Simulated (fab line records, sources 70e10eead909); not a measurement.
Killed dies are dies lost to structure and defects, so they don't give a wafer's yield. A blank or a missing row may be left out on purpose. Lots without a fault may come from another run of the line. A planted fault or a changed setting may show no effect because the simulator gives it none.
fab line records | flow nand_harc | part 1 of 2: steps 1 to 4 of 6
record lots=24 wafers=72 last_day=25
route steps=1159 shown A_CHANNEL_FILL_D1@517 A_STAIRCASE@547
lots that met no fault: from a run of the same line without faults
start_h: hours from the record's first day to the start of the lot's first wafer shown | wait_h: hours since the lot's step before | " the same as in the row above | L1.1+2: a row that stands for several wafers | - no value, or no start given | * or withheld: withheld | < > ~ a bound
route shown NAME@n: a module of which the file shows steps, and the number in the route of the first | usual: mean/standard deviation of fault-free wafers | same: alike in all rows | chamber/n: place in a boat | sites: the reading at each site | _std_site: their standard deviation | _edge_site: outer sites' mean less inner sites' | radius_mm: how far each site lies from the wafer's centre | mask NAME#n: copy n | behind: the tool/chamber that last shaped the wafer | hold: why the lot was held/for how many hours/how that ended | device: the transistor (n, p or np) that didn't switch | end of line: the same wafers' tests at the end of the route | a step without rows: its recipe alone | killed: dies lost to structure and defects at the first sort, not the wafer's yield | map: a wafer's dies, x killed, . not, _ none there
set.NAME: the setting as run; set.NAME@STEP: as run at that earlier step | model.NAME: the simulator's own value behind a step, which no gauge read
steps of the route over a sample of lots; a table a step, a row a wafer
services: from which hour (start_h, from the record's first day; less than 0 if before it) a tool's chamber was out of use, for how many hours, and why
## steps
# step NHARC_A_CHANNEL_FILL_D1_RTA_24
# recipe temp_c=1000 time_s=5
# usual lamp_power_pct=33.8/0.84 wafer_temp_C_max=1004.2/0.94
# same time_s=5
# columns lot.wafer tool chamber start_h wait_h lamp_power_pct wafer_temp_C_max
L074.1 rtp_anneal-02 0 234.52 0.0 34.8 1003.8
L074.2 " 0 " " 34.7 1004.4
L074.6 " 0 " " 34.7 1005.3
L076.1 rtp_anneal-01 0 234.54 0.1 33.0 1003.2
L076.2 " 0 " " 33.0 1003.1
L076.5 " 0 " " 33.0 1004.5
L075.4 rtp_anneal-02 0 234.78 0.3 34.7 1003.3
L075.5 " 0 " " 34.6 1003.8
L075.6 " 0 " " 34.7 1004.0
L078.2 rtp_anneal-02 0 254.90 0.1 34.8 1004.7
L078.3 " 0 " " 34.7 1004.4
L078.4 " 0 " " 34.7 1005.7
L077.1 rtp_anneal-02 0 255.04 0.2 34.8 1005.7
L077.5 " 0 " " 34.8 1004.6
L077.6 " 0 " " 34.7 1007.1
L079.1 rtp_anneal-02 0 262.29 0.0 34.7 1004.8
L079.3 " 0 " " 34.8 1004.5
L079.4 " 0 " " 34.7 1003.7
L080.3 rtp_anneal-01 0 262.61 0.2 33.0 1004.3
L080.5 " 0 " " 33.0 1004.1
L080.6 " 0 " " 33.1 1004.3
L081.2 rtp_anneal-02 0 269.49 0.1 34.7 1005.3
L081.4 " 0 " " 34.7 1004.6
L081.5 " 0 " " 34.8 1003.7
L083.1 rtp_anneal-02 0 281.66 0.0 34.7 1007.0
L083.4 " 0 " " 34.7 1003.5
L083.6 " 0 " " 34.7 1004.6
L082.1 rtp_anneal-01 0 281.82 0.0 33.1 1003.3
L082.2 " 0 " " 33.1 1003.5
L082.3 " 0 " " 33.0 1002.8
L084.2 rtp_anneal-01 0 288.02 0.1 33.0 1003.8
L084.4 " 0 " " 33.0 1005.5
L084.6 " 0 " " 33.0 1003.7
L088.4 rtp_anneal-01 0 312.20 0.1 33.0 1004.8
L088.5 " 0 " " 33.0 1003.6
L088.6 " 0 " " 33.0 1004.3
L085.1 rtp_anneal-01 0 315.75 0.0 33.1 1003.1
L085.2 " 0 " " 33.0 1003.3
L085.4 " 0 " " 33.1 1002.5
L086.1 rtp_anneal-01 0 320.18 0.0 33.1 1004.3
L086.4 " 0 " " 33.0 1003.2
L086.5 " 0 " " 33.0 1002.7
L089.1 rtp_anneal-02 0 327.28 0.0 34.8 1004.8
L089.2 " 0 " " 34.7 1005.1
L089.5 " 0 " " 34.7 1004.7
L090.1 rtp_anneal-01 0 327.34 0.0 33.0 1003.4
L090.2 " 0 " " 33.0 1004.3
L090.4 " 0 " " 33.1 1004.8
L087.1 rtp_anneal-02 0 327.45 0.1 34.7 1005.5
L087.2 " 0 " " 34.7 1004.4
L087.4 " 0 " " 34.8 1003.9
L091.2 rtp_anneal-02 0 334.14 0.1 34.7 1004.5
L091.3 " 0 " " 34.7 1004.0
L091.6 " 0 " " 34.7 1005.1
L093.3 rtp_anneal-01 0 342.68 0.2 33.1 1003.4
L093.5 " 0 " " 33.1 1002.6
L093.6 " 0 " " 33.0 1004.8
L092.1 rtp_anneal-01 0 342.79 0.2 33.1 1004.0
L092.3 " 0 " " 33.0 1002.6
L092.4 " 0 " " 33.0 1004.0
L095.3 rtp_anneal-01 0 346.59 0.1 33.0 1004.9
L095.5 " 0 " " 33.0 1003.5
L095.6 " 0 " " 33.1 1003.6
L094.1 rtp_anneal-01 0 346.71 0.2 33.1 1004.1
L094.2 " 0 " " 33.1 1003.5
L094.6 " 0 " " 33.1 1003.7
L096.1 rtp_anneal-02 0 370.45 0.0 34.7 1003.8
L096.2 " 0 " " 34.7 1003.5
L096.4 " 0 " " 34.8 1003.7
L097.1 rtp_anneal-01 0 379.32 0.3 33.0 1003.3
L097.2 " 0 " " 33.1 1003.8
L097.4 " 0 " " 33.1 1004.9
# step NHARC_A_STAIRCASE_DESCUM_11
# recipe time_s=3 o2_flow_sccm=200 ar_flow_sccm=0 bias_power_w=0 chemistry=O2
# usual drypump_motor_current_A=5.8/0.37 oes_product_au=1.000/0.01 rf_vpp_V=57.7/0.92 showerhead_plenum_p_Torr=1.89/0.072 throttle_valve_pct=11.311/0.009
# same time_s=3
# columns lot.wafer tool chamber start_h wait_h drypump_motor_current_A oes_product_au rf_hours_counter_h rf_vpp_V showerhead_plenum_p_Torr throttle_valve_pct
L074.1 rie_diel-02 2 241.50 - 5.6 1.022 32 58.6 1.87 11.306
L074.2 " 0 " " 6.3 0.985 28 58.5 1.86 11.318
L074.6 " 2 " " 5.6 1.001 - 58.5 1.87 11.317
L076.1 rie_diel-02 3 241.80 - 6.4 0.996 32 55.4 1.77 11.308
L076.2 " 2 " " 5.7 1.003 32 58.3 1.87 11.306
L076.5 " 3 " " 6.4 0.996 - 57.5 1.77 11.324
L075.4 rie_diel-03 3 241.95 - 5.7 0.983 7 57.1 1.84 11.308
L075.5 " 3 " " 5.7 0.988 - 58.2 1.84 11.303
L075.6 " 0 " " 5.9 0.996 - 58.2 1.92 11.314
L078.2 rie_diel-02 1 257.91 - 5.0 1.004 32 56.9 1.77 11.305
L078.4 " 2 " " 5.7 1.010 36 58.5 1.86 11.310
L078.3 " 3 " " 6.5 0.993 36 57.1 1.77 11.300
L077.1 rie_diel-02 2 258.27 - 5.7 1.005 36 56.8 1.86 11.309
L077.6 " 2 " " 5.7 1.008 - 57.7 1.86 11.298
L077.5 " 3 " " 6.5 0.992 - 56.8 1.77 11.324
L079.1 rie_diel-02 2 265.51 - 5.7 1.008 40 56.7 1.86 11.312
L079.4 " 3 " " 6.5 0.990 40 57.3 1.77 11.308
L079.3 " 0 " " 6.3 0.979 36 56.9 1.86 11.310
L080.3 rie_diel-11 0 265.97 - 6.1 1.002 18 58.1 1.94 11.321
L080.6 " 3 " " 5.5 0.988 - 58.8 1.95 11.313
L080.5 " 0 " " 6.1 0.994 - 58.4 1.94 11.317
L081.4 rie_diel-02 0 272.48 - 6.3 0.987 39 57.5 1.86 11.312
L081.2 " 3 " " 6.4 1.015 43 57.1 1.76 11.310
L081.5 " 1 " " 5.1 1.010 - 56.6 1.77 11.310
L082.3 rie_diel-11 0 284.84 - 6.1 1.003 24 58.0 1.93 11.313
L082.2 " 1 " " 5.9 1.004 31 58.6 1.94 11.308
L082.1 " 3 " " 5.5 0.998 32 57.5 1.94 11.325
L083.1 rie_diel-02 0 285.09 - 6.3 0.989 44 56.8 1.86 11.313
L083.4 " 2 " " 5.6 1.019 48 57.8 1.86 11.310
L083.6 " 0 " " 6.3 0.985 - 59.1 1.86 11.322
L084.4 rie_diel-02 3 291.29 - 6.5 0.996 50 56.1 1.76 11.324
L084.2 " 0 " " 6.3 0.989 47 58.1 1.86 11.309
L084.6 " 1 " " 5.1 1.014 - 56.8 1.77 11.309
L088.4 rie_diel-11 2 315.40 - 5.4 1.019 42 57.9 2.00 11.297
L088.6 " 2 " " 5.4 1.003 - 59.4 2.00 11.297
L088.5 " 3 " " 5.5 1.003 - 58.0 1.94 11.312
L085.1 rie_diel-11 2 318.83 - 5.4 1.014 43 58.5 2.00 11.299
L085.2 " 3 " " 5.5 0.996 44 57.7 1.94 11.308
L085.4 " 1 " " 5.8 0.994 41 57.7 1.93 11.317
L086.4 rie_diel-11 2 323.30 - 5.4 1.009 45 57.9 2.00 11.305
L086.1 " 3 " " 5.4 0.995 46 58.0 1.94 11.300
L086.5 " 1 " " 5.9 0.989 - 58.7 1.93 11.303
L089.1 rie_diel-11 1 330.41 - 5.8 0.992 44 57.8 1.93 11.297
L089.2 " 3 " " 5.5 0.988 48 59.6 1.94 11.326
L089.5 " 0 " " 6.1 1.001 - 58.0 1.93 11.311
L090.4 rie_diel-11 0 330.69 - 6.1 1.001 37 57.4 1.93 11.307
L090.1 " 1 " " 5.8 1.002 44 58.4 1.93 11.317
L090.2 " 2 " " 5.4 1.024 47 58.6 1.99 11.308
L087.1 rie_diel-03 3 330.74 - 5.7 0.998 38 56.7 1.83 11.311
L087.4 " 1 " " 5.7 1.010 32 57.2 1.92 11.315
L087.2 " 2 " " 5.9 0.987 35 57.1 1.99 11.307
L091.2 rie_diel-03 3 337.53 - 5.7 0.988 43 59.3 1.83 11.322
L091.3 " 0 " " 5.9 0.998 39 56.9 1.90 11.313
L091.6 " 0 " " 5.9 0.990 - 57.9 1.91 11.309
L092.3 rie_diel-11 1 346.00 - 5.8 0.990 53 58.2 1.93 11.307
L092.4 " 2 " " 5.4 1.002 56 57.7 1.99 11.312
L092.1 " 0 " " 6.1 1.010 46 56.1 1.93 11.299
L093.3 rie_diel-03 0 347.16 - 5.9 1.001 43 58.1 1.90 11.328
L093.6 " 0 " " 5.9 0.991 - 57.2 1.90 11.326
L093.5 " 1 " " 5.6 1.003 - 57.1 1.92 11.294
L095.3 rie_diel-03 2 349.55 - 5.9 0.987 45 58.6 1.98 11.303
L095.6 " 2 " " 5.9 0.994 - 57.7 1.98 11.308
L095.5 " 3 " " 5.7 0.984 - 55.6 1.82 11.321
L094.2 rie_diel-11 1 349.96 - 5.9 1.000 54 56.4 1.93 11.307
L094.1 " 3 " " 5.5 0.998 59 58.0 1.93 11.323
L094.6 " 1 " " 5.8 1.006 - 57.8 1.93 11.307
L096.2 rie_diel-03 3 373.45 - 5.8 1.000 54 58.6 1.82 11.319
L096.1 " 0 " " 5.9 0.999 50 56.1 1.90 11.315
L096.4 " 2 " " 5.9 0.985 53 56.1 1.98 11.314
L097.2 rie_diel-03 0 382.30 - 5.8 1.000 54 57.7 1.90 11.313
L097.4 " 2 " " 5.9 0.987 56 57.2 1.98 11.320
L097.1 " 3 " " 5.7 1.002 58 56.4 1.82 11.323
# step NHARC_A_STAIRCASE_TRIM_22
# recipe time_s=211.2 o2_flow_sccm=500 ar_flow_sccm=0 bias_w=0 chemistry=O2
# usual drypump_motor_current_A=5.8/0.35 oes_product_au=1.000/0.0092 rf_vpp_V=57.7/0.84 showerhead_plenum_p_Torr=3.50/0.12 throttle_valve_pct=17.038/0.0092
# same time_s=211.2
# columns lot.wafer tool chamber start_h wait_h drypump_motor_current_A oes_product_au rf_hours_counter_h rf_vpp_V showerhead_plenum_p_Torr throttle_valve_pct
L074.2 rie_diel-11 0 - - 6.1 1.000 9 58.7 3.57 17.042
L074.1 " 1 " " 5.9 0.996 18 57.9 3.57 17.036
L074.6 " 3 " " 5.5 0.997 - 57.5 3.59 17.041
L076.2 rie_diel-03 1 - - 5.6 0.991 8 57.4 3.56 17.042
L076.1 " 2 " " 5.9 0.998 5 58.5 3.67 17.035
L076.5 " 0 " " 5.9 1.002 - 56.7 3.53 17.028
L075.4 rie_diel-02 1 - - 5.1 1.019 29 56.3 3.28 17.035
L075.6 " 2 " " 5.7 1.004 - 57.9 3.45 17.028
L075.5 " 3 " " 6.5 1.000 - 58.5 3.28 17.053
L078.3 rie_diel-11 1 - - 5.9 0.997 24 58.0 3.57 17.051
L078.4 " 2 " " 5.4 1.002 23 56.2 3.68 17.029
L078.2 " 3 " " 5.5 0.986 24 57.7 3.59 17.050
L077.1 rie_diel-02 1 - - 5.1 1.003 35 57.4 3.28 17.047
L077.5 " 2 " " 5.7 1.015 - 57.2 3.44 17.029
L077.6 " 3 " " 6.5 0.997 - 57.7 3.28 17.043
L079.1 rie_diel-02 1 - - 5.1 1.017 37 56.8 3.28 17.043
L079.4 " 2 " " 5.7 1.006 41 56.8 3.44 17.039
L079.3 " 3 " " 6.5 0.995 41 56.9 3.27 17.033
L080.3 rie_diel-02 2 - - 5.6 1.010 42 57.7 3.44 17.053
L080.6 " 2 " " 5.7 1.012 - 58.1 3.44 17.030
L080.5 " 3 " " 6.5 0.991 - 56.9 3.27 17.047
L081.2 rie_diel-11 2 - - 5.3 1.007 28 57.6 3.68 17.051
L081.4 " 3 " " 5.5 0.989 29 59.2 3.58 17.046
L081.5 " 1 " " 5.9 1.000 - 57.2 3.57 17.035
L082.3 rie_diel-11 3 - - 5.5 0.994 33 58.8 3.58 17.037
L082.2 " 1 " " 5.9 0.996 32 58.2 3.57 17.042
L082.1 " 2 " " 5.4 1.015 31 58.9 3.68 17.037
L083.4 rie_diel-02 2 - - 5.7 1.009 49 56.6 3.44 17.018
L083.1 " 3 " " 6.5 1.000 48 57.1 3.27 17.051
L083.6 " 1 " " 5.1 1.011 - 57.7 3.28 17.031
L084.2 rie_diel-02 2 - - 5.7 1.003 52 58.0 3.43 17.040
L084.4 " 0 " " 6.3 0.987 48 57.3 3.43 17.029
L084.6 " 1 " " 5.1 0.993 - 56.1 3.27 17.060
L088.4 rie_diel-11 1 - - 5.8 1.005 40 57.4 3.56 17.029
L088.5 " 3 " " 5.5 0.997 - 57.6 3.57 17.037
L088.6 " 0 " " 6.1 1.003 - 57.2 3.56 17.043
L085.2 rie_diel-03 1 - - 5.7 1.009 29 56.5 3.55 17.041
L085.4 " 2 " " 5.9 0.984 32 58.6 3.66 17.037
L085.1 " 0 " " 5.9 1.010 32 57.8 3.52 17.037
L086.1 rie_diel-02 2 - - 5.7 1.017 61 57.6 3.43 17.042
L086.4 " 0 " " 6.3 1.000 57 57.5 3.43 17.032
L086.5 " 2 " " 5.7 1.009 - 58.8 3.43 17.055
L089.2 rie_diel-03 2 - - 5.9 0.991 38 58.7 3.65 17.047
L089.1 " 3 " " 5.7 0.993 42 57.3 3.38 17.050
L089.5 " 0 " " 5.9 1.007 - 58.5 3.52 17.042
L090.2 rie_diel-03 3 - - 5.7 0.989 42 57.1 3.38 17.051
L090.4 " 0 " " 5.9 0.991 38 57.5 3.51 17.039
L090.1 " 2 " " 5.9 0.989 39 57.1 3.65 17.041
L087.4 rie_diel-11 1 - - 5.8 0.991 47 58.7 3.56 17.039
L087.1 " 2 " " 5.4 1.010 51 58.2 3.67 17.045
L087.2 " 3 " " 5.5 0.992 52 57.1 3.57 17.030
L091.3 rie_diel-03 2 - - 5.9 0.992 41 57.9 3.65 17.029
L091.2 " 3 " " 5.7 0.993 44 56.2 3.38 17.023
L091.6 " 2 " " 5.9 0.990 - 58.6 3.65 17.036
L092.3 rie_diel-11 2 - - 5.4 1.006 57 58.0 3.66 17.057
L092.1 " 0 " " 6.1 0.996 46 56.7 3.55 17.041
L092.4 " 1 " " 5.8 1.013 53 57.4 3.55 17.043
L093.3 rie_diel-11 3 - - 5.5 1.004 58 56.9 3.57 17.039
L093.6 " 0 " " 6.1 1.007 - 59.8 3.55 17.040
L093.5 " 1 " " 5.8 1.000 - 56.8 3.55 17.027
L095.3 rie_diel-03 0 - - 5.9 1.000 45 58.7 3.51 17.039
L095.6 " 0 " " 5.9 1.003 - 57.3 3.51 17.030
L095.5 " 1 " " 5.6 1.003 - 56.4 3.54 17.028
L094.1 rie_diel-11 2 - - 5.4 1.016 58 57.2 3.66 17.025
L094.2 " 3 " " 5.5 1.006 60 57.6 3.57 17.026
L094.6 " 0 " " 6.1 0.999 - 56.8 3.55 17.040
L096.4 rie_diel-03 3 - - 5.7 0.988 55 58.5 3.37 17.046
L096.1 " 0 " " 5.9 0.997 51 57.1 3.51 17.041
L096.2 " 1 " " 5.6 1.002 50 57.0 3.54 17.039
L097.4 rie_diel-11 3 - - 5.5 0.994 2 57.6 3.56 17.052
L097.2 " 1 " " 5.8 1.001 3 57.3 3.55 17.049
L097.1 " 2 " " 5.4 1.001 3 58.1 3.66 17.033
# step NHARC_A_STAIRCASE_ETCH_194
# recipe target_depth_a=1000 time_s=40.5 ion_energy_ev=400 c4f8_flow_sccm=20 o2_flow_sccm=10 ar_flow_sccm=withheld rf_w=600 bias_w=1000 chemistry=C4F8/O2
# usual oes_product_au=0.942/0.012 rf_vpp_V=896/4.1
# same time_s=40.5
# columns lot.wafer tool chamber start_h wait_h oes_product_au rf_hours_counter_h rf_vpp_V
L074.1 rie_diel-02 2 - - 0.940 34 891
L074.2 " 3 " " 0.940 34 888
L074.6 " 3 " " 0.939 - 888
L076.1 rie_diel-03 1 - - 0.937 9 897
L076.2 " 2 " " 0.932 6 901
L076.5 " 1 " " 0.950 - 898
L075.4 rie_diel-11 0 - - 0.939 12 898
L075.5 " 2 " " 0.945 - 903
L075.6 " 3 " " 0.935 - 898
L078.4 rie_diel-02 3 - - 0.938 39 886
L078.3 " 0 " " 0.929 36 892
L078.2 " 1 " " 0.961 36 887
L077.1 rie_diel-11 0 - - 0.943 17 898
L077.5 " 2 " " 0.930 - 901
L077.6 " 3 " " 0.942 - 897
L079.3 rie_diel-02 3 - - 0.934 43 884
L079.1 " 0 " " 0.939 39 893
L079.4 " 1 " " 0.944 39 887
L080.3 rie_diel-11 1 - - 0.933 28 898
L080.6 " 2 " " 0.940 - 900
L080.5 " 3 " " 0.952 - 896
L081.2 rie_diel-11 2 - - 0.959 29 902
L081.4 " 0 " " 0.945 22 898
L081.5 " 3 " " 0.950 - 898
L082.1 rie_diel-11 2 - - 0.958 32 900
L082.2 " 3 " " 0.937 34 900
L082.3 " 1 " " 0.937 32 897
L083.4 rie_diel-03 0 - - 0.946 22 896
L083.1 " 1 " " 0.963 20 897
L083.6 " 3 " " 0.935 - 889
L084.2 rie_diel-03 0 - - 0.942 24 895
L084.4 " 2 " " 0.926 24 901
L084.6 " 1 " " 0.950 - 899
L088.4 rie_diel-03 0 - - 0.958 31 895
L088.6 " 0 " " 0.955 - 895
L088.5 " 1 " " 0.959 - 896
L085.1 rie_diel-11 3 - - 0.946 46 899
L085.4 " 0 " " 0.940 35 897
L085.2 " 1 " " 0.939 42 898
L086.4 rie_diel-11 0 - - 0.951 36 897
L086.1 " 3 " " 0.938 47 899
L086.5 " 1 " " 0.926 - 897
L089.2 rie_diel-11 3 - - 0.941 54 897
L089.1 " 2 " " 0.959 53 901
L089.5 " 3 " " 0.939 - 898
L090.4 rie_diel-03 0 - - 0.916 40 895
L090.1 " 1 " " 0.935 38 896
L090.2 " 2 " " 0.919 41 902
L087.2 rie_diel-03 0 - - 0.966 41 896
L087.1 " 1 " " 0.950 38 896
L087.4 " 3 " " 0.963 44 891
L091.2 rie_diel-03 2 - - 0.926 42 899
L091.3 " 3 " " 0.940 45 890
L091.6 " 3 " " 0.947 - 891
L092.4 rie_diel-11 0 - - 0.938 48 896
L092.1 " 1 " " 0.937 55 898
L092.3 " 2 " " 0.955 58 899
L093.3 rie_diel-03 1 - - 0.963 43 896
L093.5 " 0 " " 0.953 - 895
L093.6 " 1 " " 0.957 - 897
L095.3 rie_diel-11 3 - - 0.936 61 898
L095.6 " 0 " " 0.914 - 896
L095.5 " 1 " " 0.921 - 897
L094.2 rie_diel-11 3 - - 0.929 62 896
L094.1 " 0 " " 0.935 50 897
L094.6 " 0 " " 0.942 - 899
L096.1 rie_diel-02 1 - - 0.949 17 906
L096.2 " 2 " " 0.948 16 893
L096.4 " 3 " " 0.932 14 906
L097.4 rie_diel-11 3 - - 0.949 4 896
L097.1 " 0 " " 0.949 3 896
L097.2 " 1 " " 0.939 4 897
